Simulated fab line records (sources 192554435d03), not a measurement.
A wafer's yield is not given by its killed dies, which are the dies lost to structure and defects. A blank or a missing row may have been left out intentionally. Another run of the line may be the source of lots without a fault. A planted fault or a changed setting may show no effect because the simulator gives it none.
Matching of chambers    flow n5Finfet    rieDiel-01 running N5_DUMMY_GATE_STRIP_40: 4 sister chambers
The step strips in CF4. 20 wafers are shown with their chamber, then 10 later ones without.

== WAFERS WITH THEIR CHAMBER ==
wafer   chamber  drypumpMotorCurrentA (A)  showerheadPlenumPTorr (Torr)  throttleValvePct (%)
L074.2  2        6.0                       1.87                          13.72
L074.3  1        6.5                       1.84                          13.31
L074.4  0        6.0                       1.74                          13.69
L075.1  1        6.5                       1.84                          13.32
L075.3  3        5.0                       1.73                          13.56
L075.5  2        6.0                       1.87                          13.72
L078.3  1        6.5                       1.84                          13.34
L078.5  0        6.0                       1.74                          13.72
L078.6  1        6.5                       1.84                          13.33
L081.1  3        5.0                       1.73                          13.57
L081.2  1        6.5                       1.84                          13.35
L081.3  2        5.9                       1.86                          13.76
L086.1  1        6.5                       1.83                          13.37
L086.3  3        5.0                       1.73                          13.60
L086.4  2        5.9                       1.86                          13.76
L090.1  1        6.5                       1.83                          13.37
L090.2  2        6.0                       1.86                          13.79
L090.3  3        5.0                       1.72                          13.61
L092.1  3        5.0                       1.72                          13.63
L092.4  1        6.5                       1.83                          13.38

SIGNATURES, as means of the wafers listed above
reading                chamber 0  chamber 1  chamber 2  chamber 3  scatter within a chamber
drypumpMotorCurrentA   6.000      6.500      5.960      5.000      0.0274
showerheadPlenumPTorr  1.7400     1.8363     1.8640     1.7260     0.00517
throttleValvePct       13.7050    13.3462    13.7500    13.5940    0.0273
Rule: distance of a wafer from a chamber = root of the sum over the readings of ((wafer's reading minus chamber's mean) / reading's scatter) squared. The wafer belongs to the nearest chamber; if the next one is less than 2 further off, it can't be placed. The scatter is the square root of a quotient: the sum, over the shown wafers, of each reading's squared deviation from its chamber's mean, divided by wafers minus chambers.

== WAFERS WITHOUT THEIR CHAMBER ==
wafer   drypumpMotorCurrentA (A)  showerheadPlenumPTorr (Torr)  throttleValvePct (%)
L092.6  6.5                       1.83                          13.38
L093.1  5.9                       1.86                          13.81
L093.3  5.0                       1.72                          13.64
L093.5  5.9                       1.86                          13.81
L094.1  5.0                       1.72                          13.64
L094.2  6.0                       1.86                          13.81
L094.5  5.0                       1.72                          13.62
L097.2  6.0                       1.86                          13.81
L097.3  6.0                       1.73                          13.80
L097.6  6.5                       1.83                          13.40

== CHAMBER TAKEN BY EACH ==
wafer   from the rows above  in truth
L092.6  1                    1
L093.1  2                    2
L093.3  3                    3
L093.5  2                    2
L094.1  3                    3
L094.2  2                    2
L094.5  3                    3
L097.2  2                    2
L097.3  0                    0
L097.6  1                    1
Correctly placed: 10 of 10. Can't be placed from these rows: 0. Number placed wrongly: 0.
